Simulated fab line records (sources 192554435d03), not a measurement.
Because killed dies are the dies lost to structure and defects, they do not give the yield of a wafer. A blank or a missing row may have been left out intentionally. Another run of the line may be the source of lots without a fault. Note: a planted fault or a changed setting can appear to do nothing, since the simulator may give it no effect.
fab line records	flow n5Finfet
record: lots: 5	wafers: 15	lastDay: 17
route steps=1938 shown BEOL_M0_CUTY@709 BEOL_M0@715 BEOL_M4@1111 PASSIVATION@1936
lots that met no fault: taken from a fault-free run of the same line
startH: hours from the record's opening day to when the first of the lot's shown wafers began	waitH: hours elapsed since this lot's preceding step	" the same as in the row above	L1.1+2: several wafers, shown together as one row	- no value present, or no start provided	* or withheld: withheld	< > ~ a bound
route shown NAME@n: a module of which the file shows steps, and the number in the route of the first	usual: the fault-free wafers' mean and standard deviation	same: alike in all rows	chamber/n: place in a boat	sites: readings site by site	_std_site: their standard deviation	_edge_site: outer sites' mean less inner sites'	radiusMm: for every site, how far away it sits from the centre of the wafer	mask NAME#n: copy n	behind: the last tool/chamber to shape the wafer	hold: the reason the lot was held/the length of the hold in hours/how it ended	device: which transistor (n, p or np) failed to switch	end of line: tests of these same wafers at the route's end	a step without rows: its recipe alone	killed: the dies lost at the first sort to structure and to defects; this is not the yield of the wafer	map: shows each die of a wafer: x if killed, . if not, _ if none is there
set.NAME: the setting as run; set.NAME@STEP: as run at that earlier step	model.NAME: the simulator's own value behind a step, which no gauge read
lots seen at some steps along the route; tables by step, rows by wafer
services: the hour from which a tool's chamber was out of use, counted from the record's first day as startH (under 0 if before that day), plus the number of hours and why
== steps ==
step: N5_BEOL_M0_CUTY_OVL_MEAS_58
recipe: pointsPerWafer: 44
usual: M0_ABLK_OVL: 0.1/0.95
lot.wafer	tool	chamber	startH	waitH	M0_ABLK_OVL[nm]
L293.2	overlay-01	0	122.55	0.0	1.3
L293.4	"	0	"	"	1.5
L293.6	"	0	"	"	0.8
L303.2	overlay-01	0	174.75	0.0	1.6
L303.5	"	0	"	"	0.2
L303.6	"	0	"	"	1.7
L305.3	overlay-02	0	198.63	0.0	-0.5
L305.4	"	0	"	"	-1.2
L305.6	"	0	"	"	-0.7
L309.2	overlay-01	0	217.97	0.0	-1.4
L309.3	"	0	"	"	0.2
L309.4	"	0	"	"	-1.8
L313.1	overlay-02	0	239.88	0.0	0.4
L313.2	"	0	"	"	-0.3
L313.3	"	0	"	"	0.2
step: N5_BEOL_M0_CUTY_INSPECT_59
recipe: mode: adi	inspectInstrument: macro
usual: rawDefectCount: 2.1/1.3
lot.wafer	tool	chamber	startH	waitH	rawDefectCount
L293.2	defectInspect-02	-	122.58	0.0	2
L293.4	"	-	"	"	2
L293.6	"	-	"	"	2
L303.2	defectInspect-01	-	174.77	0.0	2
L303.5	"	-	"	"	1
L303.6	"	-	"	"	1
L305.3	defectInspect-02	-	198.65	0.0	3
L305.4	"	-	"	"	1
L305.6	"	-	"	"	1
L309.2	defectInspect-01	-	218.00	0.0	3
L309.3	"	-	"	"	4
L309.4	"	-	"	"	4
L313.1	defectInspect-02	-	239.91	0.0	1
L313.2	"	-	"	"	0
L313.3	"	-	"	"	0
step: N5_BEOL_M0_CUTY_DESCUM_61
recipe: chemistry: O2	timeS: 7.9	sourcePowerW: 50	biasPowerW: 20	pressureMtorr: 20	rfFrequencyHz: 2.712e+07	tempC: 40	resist: CAR-ArF-block	o2FlowSccm: 225
step: N5_BEOL_M0_CUTY_ETCH_62
recipe: chemistry: CF4	target: SiARC	maskMaterial: CAR-ArF-block	timeS: 58.5	ionEnergyEv: 80	pressureMtorr: 40	sourceW: 545	biasW: 36	Ar_flow_sccm: 100	cf4FlowSccm: 100	ends: cleared
step: N5_BEOL_M0_CUTY_ETCH_63
recipe: chemistry: N2/H2	target: SOC	targetDepthA: 827	overetchA: 165	maskMaterial: SiARC	tempC: 40	ionEnergyEv: 200	timeS: 124	pressureMtorr: 30	sourceW: 840	biasW: 150	n2FlowSccm: 200	h2FlowSccm: 200
usual: biasW: 150.0/0.41	drypumpMotorCurrentA: 5.7/0.32	n2FlowSccm: 200.0/0.56	oesProductAu: 0.66/0.068	rfFwdPowerW: 836.3/2.9	rfVppV: 524.2/2.7	showerheadPlenumPTorr: 2.54/0.091	throttleValvePct: 17.82/0.23
lot.wafer	tool	chamber	startH	waitH	biasW	drypumpMotorCurrentA	n2FlowSccm	oesProductAu	rfFwdPowerW	rfHoursCounterH	rfVppV	showerheadPlenumPTorr	throttleValvePct
L293.2	rieDiel-03	3	122.69	0.0	149.8	5.6	200.0	0.71	836.2	41	524.9	2.59	17.59
L293.4	"	0	"	"	148.8	5.5	200.5	0.59	834.8	170	527.3	2.63	18.14
L293.6	"	2	"	"	149.6	5.7	201.1	0.62	833.8	-	519.9	2.45	17.86
L303.2	rieDiel-05	3	175.05	0.0	150.2	5.3	200.9	0.75	835.1	11	522.1	2.48	17.94
L303.5	"	2	"	"	149.4	5.8	199.6	0.74	835.9	-	521.5	2.51	18.27
L303.6	"	1	"	"	150.5	5.9	199.0	0.71	837.0	-	526.3	2.57	17.31
L305.3	rieDiel-03	2	198.77	0.0	150.1	5.7	199.2	0.61	831.5	175	520.2	2.44	17.92
L305.4	"	0	"	"	149.7	5.6	200.3	0.56	835.0	203	526.0	2.61	18.21
L305.6	"	1	"	"	149.7	5.4	199.5	0.58	836.6	-	520.2	2.37	17.86
L309.2	rieDiel-03	2	218.30	0.0	149.8	5.7	200.5	0.60	832.6	181	521.4	2.43	17.91
L309.3	"	0	"	"	150.3	5.6	199.9	0.56	831.5	210	526.0	2.61	18.21
L309.4	"	3	"	"	150.0	5.6	199.7	0.67	837.7	79	525.1	2.57	17.67
L313.1	rieDiel-03	0	240.06	0.0	149.6	5.6	200.3	0.57	837.6	217	525.4	2.61	18.23
L313.2	"	3	"	"	150.7	5.6	200.2	0.66	841.2	86	523.2	2.57	17.68
L313.3	"	2	"	"	149.7	5.8	200.4	0.60	834.6	189	517.6	2.43	17.95
step: N5_BEOL_M0_CUTY_STRIP_64
recipe: chemistry: N2/H2	tempC: 40	n2FlowSccm: 200	h2FlowSccm: 200	rfFrequencyHz: 6e+07
step: N5_BEOL_M0_ETCH_138
recipe: chemistry: CH3F/O2	targetDepthA: 120	target: SiCN	timeS: 31.6	ionEnergyEv: 120	pressureMtorr: 30	sourceW: 395	biasW: 75	Ar_flow_sccm: 150	CH3F_flow_sccm: 30	O2_flow_sccm: 20	ends: cleared
usual: biasW: 75.00/0.24	drypumpMotorCurrentA: 5.7/0.32	etchRfOnTimeS: 28.9/1	oesProductAu: 0.70/0.076	rfFwdPowerW: 385.5/1.4	rfVppV: 297.5/1.7	showerheadPlenumPTorr: 2.01/0.07	throttleValvePct: 16.38/0.2
lot.wafer	tool	chamber	startH	waitH	biasW	drypumpMotorCurrentA	etchRfOnTimeS	oesProductAu	rfFwdPowerW	rfHoursCounterH	rfVppV	showerheadPlenumPTorr	throttleValvePct
L293.2	rieDiel-03	3	122.81	0.0	75.27	5.6	27.0	0.76	386.0	41	298.2	2.05	16.20
L293.4	"	0	"	"	75.22	5.5	29.0	0.62	384.9	170	299.0	2.06	16.64
L293.6	"	2	"	"	74.72	5.7	28.7	0.65	386.1	-	294.6	1.92	16.29
L303.2	rieDiel-05	3	175.17	0.0	75.18	5.3	28.8	0.81	384.9	11	295.3	1.95	16.41
L303.5	"	2	"	"	74.66	5.8	30.0	0.81	385.9	-	297.4	1.96	16.48
L303.6	"	1	"	"	75.17	5.8	29.2	0.75	387.3	-	297.4	2.05	16.07
L305.3	rieDiel-03	2	198.89	0.0	74.73	5.7	29.3	0.64	390.0	175	295.2	1.92	16.33
L305.4	"	0	"	"	75.05	5.5	28.1	0.60	386.3	203	298.8	2.05	16.71
L305.6	"	1	"	"	74.74	5.4	28.6	0.61	384.8	-	296.2	1.90	16.62
L309.2	rieDiel-03	2	218.42	0.0	74.93	5.7	29.3	0.64	384.2	181	296.4	1.91	16.34
L309.3	"	0	"	"	75.08	5.5	29.0	0.60	385.9	210	297.0	2.05	16.73
L309.4	"	3	"	"	75.49	5.6	29.1	0.71	388.1	79	297.1	2.04	16.29
L313.1	rieDiel-03	0	240.18	0.0	75.30	5.5	27.1	0.59	384.9	217	298.5	2.05	16.75
L313.2	"	3	"	"	75.06	5.6	28.9	0.70	387.3	86	297.3	2.04	16.29
L313.3	"	2	"	"	74.91	5.7	26.7	0.63	384.4	189	295.1	1.91	16.35
step: N5_BEOL_M0_HM_OPEN_105
recipe: chemistry: Cl2/BCl3	targetDepthA: 120	target: TiN	ionEnergyEv: 150	pressureMtorr: 10	icpW: 1000	biasW: 126	Cl2_flow_sccm: 53.25	bcl3FlowSccm: 21.75	Ar_flow_sccm: 25
step: N5_BEOL_M0_STRIP_140
recipe: chemistry: CF4	resist: SiARC	powerW: 300	biasPowerW: 75	pressureMtorr: 50	cf4FlowSccm: 150	rfFrequencyHz: 6e+07
usual: drypumpMotorCurrentA: 5.7/0.32	oesProductAu: 0.77/0.079	powerW: 299.9/0.92	rfVppV: 271.0/1.7	showerheadPlenumPTorr: 1.79/0.057	throttleValvePct: 13.66/0.24
lot.wafer	tool	chamber	startH	waitH	drypumpMotorCurrentA	oesProductAu	powerW	rfHoursCounterH	rfVppV	showerheadPlenumPTorr	throttleValvePct
L293.2	rieDiel-01	1	125.73	0.1	5.9	0.80	299.3	82	273.0	1.86	13.26
L293.4	"	0	"	"	6.2	0.80	300.2	97	272.8	1.82	13.69
L293.6	"	0	"	"	6.2	0.81	299.3	-	270.2	1.82	13.71
L303.2	rieDiel-01	0	178.62	0.2	6.2	0.77	299.5	126	272.7	1.82	13.75
L303.5	"	2	"	"	6.2	0.92	300.9	-	269.0	1.82	13.41
L303.6	"	1	"	"	5.9	0.78	301.0	-	272.9	1.85	13.34
L305.3	rieDiel-03	1	199.91	0.3	5.3	0.69	301.8	224	269.7	1.71	13.89
L305.4	"	2	"	"	5.7	0.72	299.7	175	272.6	1.73	13.64
L305.6	"	3	"	"	5.6	0.82	299.8	-	269.8	1.81	13.39
L309.2	rieDiel-03	2	221.15	0.4	5.7	0.72	301.4	182	269.1	1.73	13.66
L309.3	"	0	"	"	5.5	0.68	300.2	210	269.9	1.84	14.04
L309.4	"	1	"	"	5.4	0.69	301.5	230	268.8	1.70	13.92
L313.1	rieDiel-01	3	243.70	0.1	5.1	0.89	300.0	23	271.4	1.89	13.29
L313.2	"	0	"	"	6.2	0.76	299.0	149	270.7	1.81	13.82
L313.3	"	2	"	"	6.2	0.88	298.9	40	272.3	1.82	13.44
step: N5_BEOL_M0_STRIP_104
recipe: chemistry: N2/H2	powerW: 450	tempC: 40	pressureMtorr: 20	rfFrequencyHz: 6e+07	overashFraction: 0.3	biasPowerW: 7	h2Frac: 0.5	n2FlowSccm: 200	h2FlowSccm: 200
usual: drypumpMotorCurrentA: 5.7/0.32	n2FlowSccm: 200.0/0.62	oesProductAu: 0.79/0.084	powerW: 449.9/1.4	rfVppV: 59.3/1.7	showerheadPlenumPTorr: 2.52/0.094	throttleValvePct: 23.6/0.33
same: overashFraction: 0.3
lot.wafer	tool	chamber	startH	waitH	drypumpMotorCurrentA	n2FlowSccm	oesProductAu	powerW	rfHoursCounterH	rfVppV	showerheadPlenumPTorr	throttleValvePct
L293.2	rieDiel-01	1	125.75	0.0	5.9	200.2	0.83	448.2	82	61.8	2.67	23.3
L293.4	"	0	"	"	6.2	199.5	0.81	450.9	97	60.3	2.54	23.5
L293.6	"	0	"	"	6.2	199.6	0.81	450.7	-	57.6	2.54	23.5
L303.2	rieDiel-01	0	178.64	0.0	6.2	200.1	0.77	449.5	126	59.4	2.53	23.5
L303.5	"	2	"	"	6.2	200.9	0.97	449.2	-	59.7	2.58	23.5
L303.6	"	1	"	"	6.0	200.6	0.79	453.6	-	58.9	2.65	23.3
L305.3	rieDiel-03	1	199.93	0.0	5.4	198.4	0.70	451.1	224	58.9	2.37	23.5
L305.4	"	2	"	"	5.7	199.7	0.76	450.5	175	58.7	2.43	23.9
L305.6	"	3	"	"	5.6	199.6	0.84	453.4	-	58.9	2.57	23.6
L309.2	rieDiel-03	2	221.17	0.0	5.7	199.1	0.73	448.7	182	56.8	2.43	23.8
L309.3	"	0	"	"	5.6	199.4	0.70	450.4	210	58.2	2.61	24.0
L309.4	"	1	"	"	5.4	199.8	0.70	451.8	230	60.0	2.37	23.5
L313.1	rieDiel-01	3	243.72	0.0	5.1	200.0	0.90	449.9	23	56.7	2.70	23.4
L313.2	"	0	"	"	6.2	199.4	0.76	451.5	149	59.4	2.52	23.6
L313.3	"	2	"	"	6.2	199.9	0.92	450.8	40	56.1	2.57	23.5
step: N5_BEOL_M0_WET_ETCH_106
recipe: chemistry: DHF	dilution: 10:1	tempC: 25	target: SiO2	targetDepthA: 1300	dry: ipaMarangoni	rinseTimeS: 30	rinseTempC: 23
step: N5_BEOL_M0_ETCH_128
recipe: chemistry: CF4/N2	targetDepthA: 120	overetchA: 51	target: SiCN	timeS: 21.4	ionEnergyEv: 150	pressureMtorr: 40	sourceW: 430	biasW: 70	Ar_flow_sccm: 100	cf4FlowSccm: 60	n2FlowSccm: 60
usual: biasW: 69.97/0.19	drypumpMotorCurrentA: 5.7/0.31	n2FlowSccm: 60.01/0.19	oesProductAu: 0.55/0.057	rfFwdPowerW: 424.7/1.7	rfVppV: 382.4/2.2	showerheadPlenumPTorr: 2.21/0.073	throttleValvePct: 15.50/0.22
lot.wafer	tool	chamber	startH	waitH	biasW	drypumpMotorCurrentA	n2FlowSccm	oesProductAu	rfFwdPowerW	rfHoursCounterH	rfVppV	showerheadPlenumPTorr	throttleValvePct
L293.2	rieDiel-01	2	125.87	0.0	69.88	6.2	59.55	0.47	424.4	247	384.5	2.27	15.78
L293.4	"	0	"	"	70.04	6.2	60.32	0.57	427.9	97	382.5	2.23	15.54
L293.6	"	1	"	"	70.25	5.9	59.98	0.56	425.9	-	385.6	2.31	15.20
L303.2	rieDiel-01	0	178.77	0.0	69.81	6.2	59.83	0.55	425.5	126	381.4	2.22	15.59
L303.5	"	0	"	"	69.42	6.2	59.94	0.56	426.2	-	383.2	2.22	15.58
L303.6	"	2	"	"	69.77	6.2	59.97	0.65	421.7	-	383.6	2.26	15.35
L305.3	rieDiel-05	1	200.09	0.1	69.94	5.8	60.06	0.60	423.9	51	382.7	2.26	15.21
L305.4	"	0	"	"	69.98	5.8	59.84	0.50	424.5	188	381.2	2.17	15.40
L305.6	"	2	"	"	70.21	5.9	59.82	0.63	425.1	-	381.7	2.17	15.65
L309.2	rieDiel-05	1	222.01	0.7	69.91	5.8	59.90	0.60	425.5	58	382.6	2.26	15.22
L309.3	"	0	"	"	70.20	5.8	59.92	0.51	424.0	196	380.8	2.17	15.41
L309.4	"	2	"	"	70.14	5.9	60.22	0.62	425.6	31	380.9	2.17	15.68
L313.1	rieDiel-05	1	244.12	0.3	70.13	5.8	60.20	0.57	424.7	65	381.3	2.26	15.23
L313.2	"	0	"	"	70.01	5.8	59.73	0.51	425.3	203	382.3	2.17	15.42
L313.3	"	3	"	"	70.06	5.3	60.21	0.59	426.3	28	380.1	2.15	15.56
step: N5_BEOL_M0_TRENCH_ETCH_107
recipe: chemistry: C4F6/O2	targetDepthA: 328	target: SiOC	timeS: 16.4	ionEnergyEv: 250	pressureMtorr: 30	sourceW: 355	biasW: 185	Ar_flow_sccm: 300	C4F6_flow_sccm: 10	O2_flow_sccm: 10
usual: biasW: 185.0/0.48	drypumpMotorCurrentA: 5.7/0.31	oes_f_703_au: 0.81/0.089	oesProductAu: 0.80/0.089	rfFwdPowerW: 347.5/1.6	rfVppV: 664/12	showerheadPlenumPTorr: 2.86/0.096	throttleValvePct: 20.98/0.2
lot.wafer	tool	chamber	startH	waitH	biasW	drypumpMotorCurrentA	oes_f_703_au	oesProductAu	rfFwdPowerW	rfHoursCounterH	rfVppV	showerheadPlenumPTorr	throttleValvePct	model.BEOL_M0.featureDepthNm
L293.2	rieDiel-01	2	125.91	0.0	185.2	6.2	0.70	0.68	347.7	247	637	2.96	21.31	31
L293.4	"	0	"	"	184.8	6.2	0.85	0.83	350.2	97	662	2.89	21.05	33
L293.6	"	1	"	"	183.9	5.9	0.81	0.82	343.9	-	681	2.99	20.67	32.8
L303.2	rieDiel-01	0	178.81	0.0	185.2	6.2	1.04	0.84	433.1	126	593	2.88	21.11	36.4
L303.5	"	0	"	"	185.2	6.2	1.06	0.84	433.8	-	592	2.88	21.11	36.2
L303.6	"	2	"	"	185.5	6.2	0.94	0.97	346.7	-	675	2.95	21.06	34.2
L305.3	rieDiel-05	1	200.13	0.0	185.0	5.8	0.84	0.88	348.2	51	660	2.92	20.73	33.6
L305.4	"	0	"	"	185.1	5.8	0.74	0.74	345.6	188	660	2.79	20.65	33.2
L305.6	"	2	"	"	184.8	5.9	0.95	0.94	346.9	-	665	2.78	21.13	34.4
L309.2	rieDiel-05	1	222.05	0.0	184.6	5.8	0.84	0.87	347.8	58	661	2.92	20.73	33.4
L309.3	"	0	"	"	184.8	5.8	0.73	0.74	347.0	196	661	2.79	20.66	33.4
L309.4	"	2	"	"	185.0	5.8	0.93	0.92	347.0	31	664	2.78	21.14	34.4
L313.1	rieDiel-05	1	244.16	0.0	185.4	5.8	0.82	0.85	347.1	65	660	2.92	20.74	33
L313.2	"	0	"	"	185.4	5.8	0.72	0.74	346.8	203	663	2.79	20.68	33.4
L313.3	"	3	"	"	185.3	5.3	0.91	0.91	346.8	28	663	2.76	21.01	34.6
step: N5_BEOL_M0_STRIP_142
recipe: chemistry: N2/H2	timeS: 10	powerW: 450	tempC: 40	pressureMtorr: 20	rfFrequencyHz: 6e+07	biasPowerW: 7	n2FlowSccm: 200	h2FlowSccm: 200
step: N5_BEOL_M0_OCD_MEAS_108
usual: trenchDepthNm: 33.5/0.73
lot.wafer	tool	chamber	startH	waitH	trenchDepthNm
L293.2	ocd-02	-	126.02	0.1	31.4
L293.4	"	-	"	"	33.3
L293.6	"	-	"	"	32.4
L303.2	ocd-02	-	178.92	0.1	36.3
L303.5	"	-	"	"	36.6
L303.6	"	-	"	"	34.0
L305.3	ocd-01	-	200.24	0.1	33.9
L305.4	"	-	"	"	33.5
L305.6	"	-	"	"	34.4
L309.2	ocd-01	-	222.17	0.1	33.8
L309.3	"	-	"	"	33.3
L309.4	"	-	"	"	34.5
L313.1	ocd-01	-	244.27	0.1	32.6
L313.2	"	-	"	"	33.1
L313.3	"	-	"	"	34.9
step: N5_BEOL_M0_HM_STRIP_129
recipe: chemistry: peroxideTinStrip	material: TiN	targetDepthA: 170	tempC: 50	timeS: 108
step: N5_BEOL_M4_RC_MEAS_101
usual: DIBL_N: 35.4/2.1	DIBL_P: 34.8/2.6	IOFF_N: 0.15/0.037	IOFF_P: 0.19/0.037	ION_N: 677/16	ION_P: 462/9.3	SS_N: 71.4/0.75	SS_P: 72.9/0.77	VT_N: 250/3.7	VT_P: -251/3.5
lot.wafer	tool	chamber	startH	waitH	DIBL_N[mV/V]	DIBL_P[mV/V]	IOFF_N[nA/um]	IOFF_P[nA/um]	ION_N[uA/um]	ION_P[uA/um]	SS_N[mV/dec]	SS_P[mV/dec]	VT_N[mV]	VT_P[mV]
L293.2	prober-01	0	183.64	0.2	35.6	34.7	0.15	0.15	657	443	71.1	72.8	250	-256
L293.4	"	0	"	"	37.5	38.6	0.18	0.20	690	464	71.5	73.8	250	-254
L293.6	"	0	"	"	35.6	34.8	0.14	0.14	680	450	70.7	72.5	251	-256
L303.2	prober-01	0	231.49	0.8	37.8	36.2	0.17	0.22	672	460	71.9	73.0	250	-248
L303.5	"	0	"	"	36.2	34.3	0.14	0.20	684	466	71.4	72.4	248	-249
L303.6	"	0	"	"	36.7	34.1	0.15	0.20	675	460	71.2	72.7	247	-251
L305.3	prober-02	0	258.64	0.3	32.9	32.4	0.14	0.18	687	467	70.5	72.3	247	-249
L305.4	"	0	"	"	33.6	32.4	0.14	0.18	691	469	71.7	72.3	247	-252
L305.6	"	0	"	"	37.6	36.2	0.22	0.23	688	464	72.7	73.0	245	-248
L309.2	prober-01	0	278.99	0.2	38.0	38.3	0.19	0.24	682	472	72.1	73.5	248	-247
L309.3	"	0	"	"	34.9	35.8	0.13	0.20	669	461	71.0	73.3	251	-250
L309.4	"	0	"	"	38.2	35.7	0.21	0.19	662	452	73.7	72.4	251	-252
L313.1	prober-01	0	302.88	0.0	36.3	34.1	0.13	0.14	659	445	71.5	73.1	256	-257
L313.2	"	0	"	"	38.0	37.4	0.18	0.20	696	467	71.8	74.3	247	-252
L313.3	"	0	"	"	38.2	38.1	0.19	0.21	704	475	71.7	75.0	247	-253
step: N5_PASSIVATION_PROBE_49
usual: defectLimitedYield: 90.5/1.7	killed_at_M0_to_M3: 37/12	killed_at_M4_up: 14/5.2	killedAtContacts: 12/5.9	killedAtFrontEnd: 45/14	killedAtOther: 3.5/2.8	killedDies: 112/21	killedOpen: 73/15	killedShort: 36/8.9	sort_bin_5_function: 5.6/1.2	sort_bin_6_memory: 3.5/0.68	sort_bin_8_speed: 0.01/0.1	sortNPass: 1068/21	sortYieldPct: 90.5/1.8
same: grossDies: 1180	killedAtBackSide: 0	sort_bin_4_leakage[%]: 0
lot.wafer	tool	chamber	startH	waitH	defectLimitedYield[%]	killed_at_M0_to_M3	killed_at_M4_up	killedAtContacts	killedAtFrontEnd	killedAtOther	killedDies	killedOpen	killedShort	sort_bin_5_function[%]	sort_bin_6_memory[%]	sort_bin_8_speed[%]	sortNPass	sortYieldPct[%]
L305.4	prober-02	-	371.90	0.2	91.9	28	13	11	41	3	96	53	32	4.2	3.1	0	1084	91.9
killed by level:class
L305.4 BEOL_M1:geometricParticle:open=11 FIN_SAQP:geometricParticle:short=10 HKMG_FIN:areaEtch=9 MOL_CONTACT_COAG:geometricParticle:open=8 FIN_SAQP:geometricParticle:open=7 GATE_CUT:geometricParticle:short=7 BEOL_M2:geometricParticle:open=6 BEOL_M4:geometricParticle:open=5
== services ==
tool	chamber	startH	hours	kind
rieDiel-05	3	109.75	-	clean
rieDiel-05	3	109.75	-	consumableReplace:focusRing
rieDiel-05	3	109.75	20.4	scheduledDown
rieDiel-05	3	109.75	20.4	ventCycle
rieDiel-01	2	134.57	-	clean
rieDiel-01	2	134.57	-	consumableReplace:esc
rieDiel-01	2	134.57	-	consumableReplace:focusRing
rieDiel-01	2	134.57	18.7	scheduledDown
rieDiel-01	2	134.57	18.7	ventCycle
rieDiel-01	-	141.22	1.0	repair
rieDiel-05	-	143.37	14.6	pm
rieDiel-03	3	149.91	2.5	repair
rieDiel-01	3	153.44	-	clean
rieDiel-01	3	153.44	-	consumableReplace:focusRing
rieDiel-01	3	153.44	-	consumableReplace:showerhead
rieDiel-01	3	153.44	27.5	scheduledDown
rieDiel-01	3	153.44	27.5	ventCycle
rieDiel-05	-	180.40	15.6	pm
== key ==
firstSign: step: N5_BEOL_M0_TRENCH_ETCH_107	reading: rfFwdPowerW	direction: up	sigmas: 53	usual: *	struck: *
effect: step: N5_BEOL_M0_TRENCH_ETCH_107	reading: rfVppV	direction: down	sigmas: 6.2	usual: 664	struck: 593
effect: step: N5_BEOL_M0_OCD_MEAS_108	reading: trenchDepthNm	direction: up	sigmas: 4.1	usual: 33.5	struck: 36.4
modelEffect: step: N5_BEOL_M0_TRENCH_ETCH_107	value: BEOL_M0.featureDepthNm	without: 33.4	struck: 36.3
metAt N5_BEOL_M0_TRENCH_ETCH_107
struckWafers L303.2,L303.5
onsetBetween 125.91 178.81
fault: kind: processParameterDrift	tool: rieDiel-01	chamber: 0	onsetH: 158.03	steps: N5_BEOL_M0_TRENCH_ETCH_107	channel: sourceW	offset: 85.2	shape: step	endH: 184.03	actsIn: theseRecipesOnly	stated: 355
